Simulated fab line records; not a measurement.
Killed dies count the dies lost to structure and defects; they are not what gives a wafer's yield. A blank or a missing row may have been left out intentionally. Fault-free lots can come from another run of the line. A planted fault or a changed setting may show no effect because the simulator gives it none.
fab line records	flow n5-finfet	part 2 of 2: steps 5 to 6 of 6
record lots=24	wafers=72	last-day=18
route steps=1938 shown MOL_CONTACT_COAG@602 BEOL_M0_SAQP@635
lots untouched by any fault: they come from a run of this same line in which no faults occurred
start-h: the number of hours between the record's first day and the start of the first shown wafer of the lot	wait-h: hours from the lot's prior step to this one	" repeats the value in the row above	L1.1+2: a row that stands for several wafers	- either no value or no given start	* or withheld: withheld	< > ~ a bound
route shown NAME@n: names a module that has steps shown in the file, with the first one's number in the route	usual: mean/standard deviation of fault-free wafers	same: alike in all rows	chamber/n: place in a boat	sites: each site's reading	_std_site: standard deviation of those values	_edge_site: mean of outer sites minus mean of inner sites	radius-mm: for every site, how far away it sits from the centre of the wafer	mask NAME#n: copy n	behind: the last tool/chamber to shape the wafer	hold: why the lot was held/for how many hours/how that ended	device: the n, p or np transistor that did not switch	end of line: the route-end tests of the same wafers	where a step has no rows: the recipe by itself	killed: count of dies lost to structure and defects at first sort (not the wafer's yield)	map: a wafer's dies, x killed, . not, _ none there
set.NAME: the setting as run; set.NAME@STEP: as run at that earlier step	model.NAME: the simulator's own value behind a step, which no gauge read
steps of the route over a sample of lots; a table a step, a row a wafer
services: a tool's chamber out of use, with start hour (start-h, from the record's first day; less than 0 if before it), hours out, and reason
## steps
# step N5_BEOL_M0_SAQP_ETCH_84
# recipe chemistry=N2/H2	target=SOC	target-depth-a=1000	overetch-a=200	mask-material=SiARC	temp-c=40	time-s=150	ion-energy-ev=200	pressure-mtorr=30	source-w=840	bias-w=150	n2-flow-sccm=200	h2-flow-sccm=200
# usual drypump-motor-current-A=5.7/0.46	oes-product-au=0.76/0.066	rf-vpp-V=523.7/2	showerhead-plenum-p-Torr=2.53/0.072	throttle-valve-pct=17.61/0.27
lot.wafer	tool	chamber	start-h	wait-h	drypump-motor-current-A	oes-product-au	rf-hours-counter-h	rf-vpp-V	showerhead-plenum-p-Torr	throttle-valve-pct
L074.1	rie-diel-01	1	109.91	0.0	5.4	0.82	8	523.0	2.49	17.20
L074.4	"	1	"	"	5.4	0.83	-	521.7	2.49	17.21
L074.6	"	3	"	"	6.0	0.81	-	525.4	2.59	17.64
L075.2	rie-diel-03	3	116.84	0.0	6.5	0.83	11	527.9	2.71	17.58
L075.3	"	2	"	"	5.8	0.73	89	524.1	2.58	17.60
L075.6	"	1	"	"	6.6	0.70	-	524.5	2.53	17.72
L076.1	rie-diel-01	1	129.16	0.0	5.4	0.83	13	522.9	2.49	17.21
L076.3	"	2	"	"	5.3	0.89	0	523.5	2.46	17.25
L076.6	"	1	"	"	5.4	0.82	-	521.7	2.49	17.22
L078.2	rie-diel-03	2	132.58	0.0	5.8	0.72	93	523.0	2.57	17.59
L078.3	"	3	"	"	6.5	0.83	16	528.3	2.70	17.58
L078.5	"	1	"	"	6.6	0.70	-	524.5	2.53	17.73
L077.2	rie-diel-01	2	136.25	0.0	5.3	0.87	2	521.8	2.46	17.24
L077.4	"	3	"	"	6.1	0.80	33	524.7	2.58	17.65
L077.6	"	0	"	"	5.5	0.84	-	523.1	2.48	17.51
L079.1	rie-diel-03	3	141.23	0.0	6.6	0.82	17	531.2	2.70	17.59
L079.5	"	3	"	"	6.6	0.83	-	529.3	2.70	17.59
L079.6	"	0	"	"	6.1	0.76	-	524.9	2.59	17.99
L080.1	rie-diel-05	1	144.05	0.0	6.0	0.61	236	525.4	2.60	17.61
L080.3	"	2	"	"	5.0	0.78	58	521.8	2.46	17.69
L080.5	"	1	"	"	6.0	0.61	-	525.1	2.60	17.64
L081.1	rie-diel-01	1	148.79	0.0	5.4	0.79	22	520.1	2.49	17.24
L081.2	"	0	"	"	5.5	0.83	13	521.8	2.48	17.52
L081.4	"	3	"	"	6.0	0.79	37	525.3	2.58	17.68
L082.2	rie-diel-01	1	152.20	0.0	5.4	0.80	23	521.0	2.49	17.24
L082.3	"	2	"	"	5.2	0.84	9	522.6	2.46	17.26
L082.4	"	3	"	"	6.0	0.79	39	523.9	2.58	17.67
L083.1	rie-diel-01	3	163.60	0.0	6.0	0.77	43	525.1	2.58	17.67
L083.5	"	0	"	"	5.5	0.81	-	522.5	2.47	17.54
L083.6	"	1	"	"	5.4	0.79	-	521.6	2.49	17.23
L084.3	rie-diel-01	3	171.33	0.0	6.1	0.78	46	524.9	2.58	17.67
L084.4	"	1	"	"	5.4	0.79	29	521.0	2.48	17.25
L084.6	"	0	"	"	5.5	0.80	-	522.7	2.47	17.54
L085.1	rie-diel-05	2	175.66	0.0	5.0	0.76	67	522.5	2.46	17.70
L085.3	"	3	"	"	5.8	0.65	198	526.3	2.64	18.15
L085.5	"	3	"	"	5.8	0.65	-	526.5	2.63	18.15
L086.1	rie-diel-03	1	186.39	0.0	6.6	0.68	158	524.4	2.52	17.77
L086.3	"	2	"	"	5.8	0.70	110	525.1	2.57	17.63
L086.6	"	1	"	"	6.6	0.68	-	525.5	2.52	17.76
L087.2	rie-diel-01	0	187.99	0.0	5.5	0.79	26	522.5	2.47	17.54
L087.5	"	0	"	"	5.5	0.79	-	522.7	2.47	17.54
L087.6	"	1	"	"	5.4	0.78	-	523.3	2.48	17.25
L088.1	rie-diel-03	2	196.49	0.0	5.8	0.70	115	524.6	2.56	17.64
L088.4	"	0	"	"	6.1	0.74	66	525.5	2.58	18.03
L088.5	"	1	"	"	6.6	0.68	-	524.5	2.52	17.77
L089.1	rie-diel-01	2	197.27	0.0	5.3	0.80	25	522.4	2.45	17.29
L089.4	"	3	"	"	6.0	0.76	55	525.2	2.57	17.68
L089.6	"	2	"	"	5.2	0.81	-	523.6	2.45	17.26
L090.3	rie-diel-03	1	204.62	0.0	6.6	0.69	165	524.4	2.52	17.78
L090.4	"	0	"	"	6.0	0.74	69	524.2	2.58	18.05
L090.6	"	3	"	"	6.5	0.79	-	527.2	2.69	17.62
L091.2	rie-diel-01	3	208.34	0.0	6.0	0.75	60	524.8	2.57	17.70
L091.3	"	1	"	"	5.4	0.75	43	522.0	2.48	17.26
L091.5	"	0	"	"	5.5	0.77	-	520.8	2.47	17.56
L092.1	rie-diel-01	0	217.34	0.0	5.5	0.77	38	523.0	2.47	17.57
L092.2	"	3	"	"	6.1	0.76	63	524.5	2.57	17.71
L092.5	"	0	"	"	5.5	0.78	-	522.6	2.47	17.55
L093.3	rie-diel-01	2	218.27	0.0	5.3	0.79	33	521.9	2.45	17.31
L093.5	"	2	"	"	5.3	0.79	-	520.4	2.45	17.31
L093.6	"	3	"	"	6.0	0.76	-	524.5	2.57	17.70
L094.2	rie-diel-05	2	235.21	0.0	5.0	0.75	82	521.0	2.45	17.75
L094.3	"	0	"	"	5.1	0.64	198	521.8	2.44	17.90
L094.6	"	2	"	"	5.0	0.74	-	522.8	2.45	17.76
L095.2	rie-diel-01	2	235.92	0.0	5.3	0.78	37	521.7	2.44	17.31
L095.5	"	0	"	"	5.5	0.77	-	522.7	2.46	17.56
L095.6	"	3	"	"	6.1	0.75	-	526.2	2.57	17.72
L096.4	rie-diel-05	0	244.69	0.0	5.2	0.63	201	520.3	2.44	17.92
L096.5	"	1	"	"	6.0	0.90	-	525.1	2.59	17.20
L096.6	"	2	"	"	5.0	0.75	-	521.8	2.45	17.74
L097.2	rie-diel-03	2	246.57	0.0	5.8	0.69	130	524.0	2.56	17.65
L097.3	"	0	"	"	6.0	0.72	81	524.8	2.57	18.04
L097.6	"	2	"	"	5.8	0.69	-	523.7	2.56	17.67
# step N5_BEOL_M0_SAQP_ETCH_102
# recipe chemistry=CF4	target=SiO2	target-depth-a=40	ion-energy-ev=350	time-s=4.4	pressure-mtorr=10	icp-w=800	bias-w=400	cf4-flow-sccm=80
# usual cf4-flow-sccm=80.00/0.23	drypump-motor-current-A=5.8/0.41	oes-product-au=1.005/0.022	throttle-valve-pct=21.70/0.2
lot.wafer	tool	chamber	start-h	wait-h	cf4-flow-sccm	drypump-motor-current-A	oes-product-au	rf-hours-counter-h	throttle-valve-pct
L074.1	rie-si-05	3	113.84	0.1	80.10	5.8	0.954	157	21.92
L074.4	"	0	"	"	79.91	5.2	1.002	3	21.54
L074.6	"	0	"	"	80.03	5.3	1.003	-	21.52
L075.2	rie-si-04	2	118.63	0.1	79.78	5.9	1.010	142	21.22
L075.3	"	0	"	"	79.90	5.6	1.026	42	22.04
L075.6	"	2	"	"	79.82	5.9	1.018	-	21.21
L076.1	rie-si-06	0	131.41	0.1	80.22	5.2	1.030	38	21.94
L076.3	"	3	"	"	80.35	6.3	1.012	125	21.74
L076.6	"	0	"	"	80.58	5.2	1.031	-	21.93
L078.2	rie-si-05	1	134.37	0.1	80.01	6.2	0.999	118	21.53
L078.3	"	0	"	"	79.60	5.3	1.004	4	21.54
L078.5	"	2	"	"	80.30	6.4	1.027	-	21.74
L077.2	rie-si-05	2	140.17	0.1	79.91	6.4	1.011	92	21.73
L077.4	"	0	"	"	80.84	5.3	1.004	4	21.55
L077.6	"	3	"	"	80.25	5.8	0.954	-	21.91
L079.1	rie-si-04	2	143.22	0.1	80.07	5.9	1.017	142	21.22
L079.5	"	3	"	"	80.24	5.7	1.031	-	21.64
L079.6	"	0	"	"	79.75	5.5	1.015	-	22.04
L080.1	rie-si-06	2	145.90	0.1	80.18	6.1	0.988	11	21.51
L080.3	"	0	"	"	80.05	5.2	1.025	38	21.94
L080.5	"	0	"	"	79.99	5.2	1.026	-	21.94
L081.1	rie-si-05	3	150.77	0.1	79.83	5.8	0.952	158	21.91
L081.2	"	1	"	"	79.80	6.1	0.990	119	21.51
L081.4	"	0	"	"	79.87	5.3	0.998	4	21.55
L082.2	rie-si-05	1	154.06	0.1	79.71	6.2	0.993	119	21.52
L082.3	"	0	"	"	80.17	5.2	1.007	4	21.53
L082.4	"	3	"	"	79.53	5.8	0.972	158	21.91
L083.1	rie-si-06	2	165.33	0.1	80.13	6.1	0.990	12	21.53
L083.5	"	3	"	"	80.00	6.3	1.016	-	21.73
L083.6	"	0	"	"	80.34	5.2	1.033	-	21.93
L084.3	rie-si-05	1	173.43	0.1	80.10	6.1	0.995	119	21.53
L084.4	"	2	"	"	79.95	6.4	1.008	92	21.72
L084.6	"	0	"	"	79.56	5.3	1.011	-	21.52
L085.1	rie-si-06	3	177.88	0.1	80.04	6.3	1.001	126	21.74
L085.3	"	2	"	"	79.95	6.2	0.977	12	21.50
L085.5	"	0	"	"	80.04	5.2	1.024	-	21.93
L086.1	rie-si-06	1	188.67	0.1	79.74	6.2	1.015	0	21.70
L086.3	"	3	"	"	80.20	6.3	1.010	127	21.76
L086.6	"	0	"	"	79.81	5.2	1.043	-	21.95
L087.2	rie-si-06	0	190.37	0.1	80.18	5.2	1.026	39	21.92
L087.5	"	3	"	"	80.08	6.3	1.019	-	21.76
L087.6	"	2	"	"	80.28	6.1	0.990	-	21.52
L088.1	rie-si-06	0	198.36	0.1	80.13	5.2	1.034	39	21.93
L088.4	"	1	"	"	79.72	6.1	1.026	1	21.69
L088.5	"	0	"	"	80.06	5.2	1.036	-	21.93
L089.1	rie-si-06	0	199.47	0.1	80.16	5.2	1.027	39	21.92
L089.4	"	1	"	"	80.00	6.1	1.029	1	21.69
L089.6	"	3	"	"	79.86	6.3	1.018	-	21.76
L090.3	rie-si-05	2	207.12	0.1	79.69	6.4	1.014	93	21.74
L090.4	"	1	"	"	80.05	6.1	1.010	120	21.53
L090.6	"	0	"	"	80.03	5.2	1.017	-	21.53
L091.2	rie-si-06	1	210.68	0.1	80.13	6.1	1.016	1	21.70
L091.3	"	0	"	"	80.34	5.2	1.026	39	21.93
L091.5	"	1	"	"	79.56	6.1	1.017	-	21.68
L092.1	rie-si-05	0	219.27	0.1	79.76	5.2	1.013	5	21.54
L092.2	"	1	"	"	80.09	6.1	1.011	120	21.51
L092.5	"	3	"	"	79.79	5.8	0.959	-	21.91
L093.3	rie-si-04	2	219.91	0.1	80.28	5.9	0.994	144	21.22
L093.5	"	2	"	"	80.60	5.9	1.002	-	21.22
L093.6	"	3	"	"	80.26	5.7	1.012	-	21.66
L094.2	rie-si-04	1	236.85	0.1	80.12	5.9	0.982	101	21.46
L094.3	"	3	"	"	79.93	5.7	1.020	30	21.65
L094.6	"	0	"	"	80.29	5.6	1.024	-	22.03
L095.2	rie-si-05	1	238.16	0.1	79.86	6.2	1.003	120	21.53
L095.5	"	2	"	"	79.94	6.4	1.002	-	21.73
L095.6	"	0	"	"	79.92	5.2	1.002	-	21.53
L096.4	rie-si-05	0	247.31	0.1	80.11	5.3	0.993	-	21.53
L096.5	"	1	"	"	80.12	6.1	1.020	-	21.53
L096.6	"	2	"	"	79.96	6.4	1.005	-	21.72
L097.2	rie-si-05	0	248.46	0.1	80.42	5.2	0.996	6	21.54
L097.3	"	1	"	"	79.70	6.1	1.009	121	21.52
L097.6	"	1	"	"	79.71	6.1	1.008	-	21.52
## services
tool	chamber	start-h	hours	kind
rie-diel-03	0	77.97	4.1	repair
pecvd-04	-	86.62	3.1	repair
rie-diel-01	3	87.47	5.0	repair
rie-si-04	1	91.15	37.1	repair
pecvd-04	2	93.30	11.0	repair
ald-sin-03	-	107.42	14.6	pm
rie-diel-01	-	116.47	2.8	pm
rie-diel-05	0	118.41	3.1	repair
ald-sin-03	-	123.64	3.7	repair
ald-sin-03	-	129.82	1.7	repair
pecvd-04	0	131.15	6.1	repair
rie-diel-03	-	134.45	2.8	pm
rie-diel-05	-	139.00	2.8	pm
ald-sin-02	-	155.19	0.6	repair
rie-diel-05	3	158.44	5.2	repair
ald-sin-03	-	176.92	14.0	pm
rie-diel-05	-	183.76	15.6	pm
rie-diel-05	0	200.72	8.9	repair
ald-sin-03	2	202.10	28.3	repair
rie-diel-05	1	203.12	7.6	repair
ald-sin-02	1	211.53	4.4	repair
rie-diel-05	3	215.05	2.0	repair
pecvd-03	-	227.45	0.9	repair
rie-si-05	3	237.35	43.6	repair
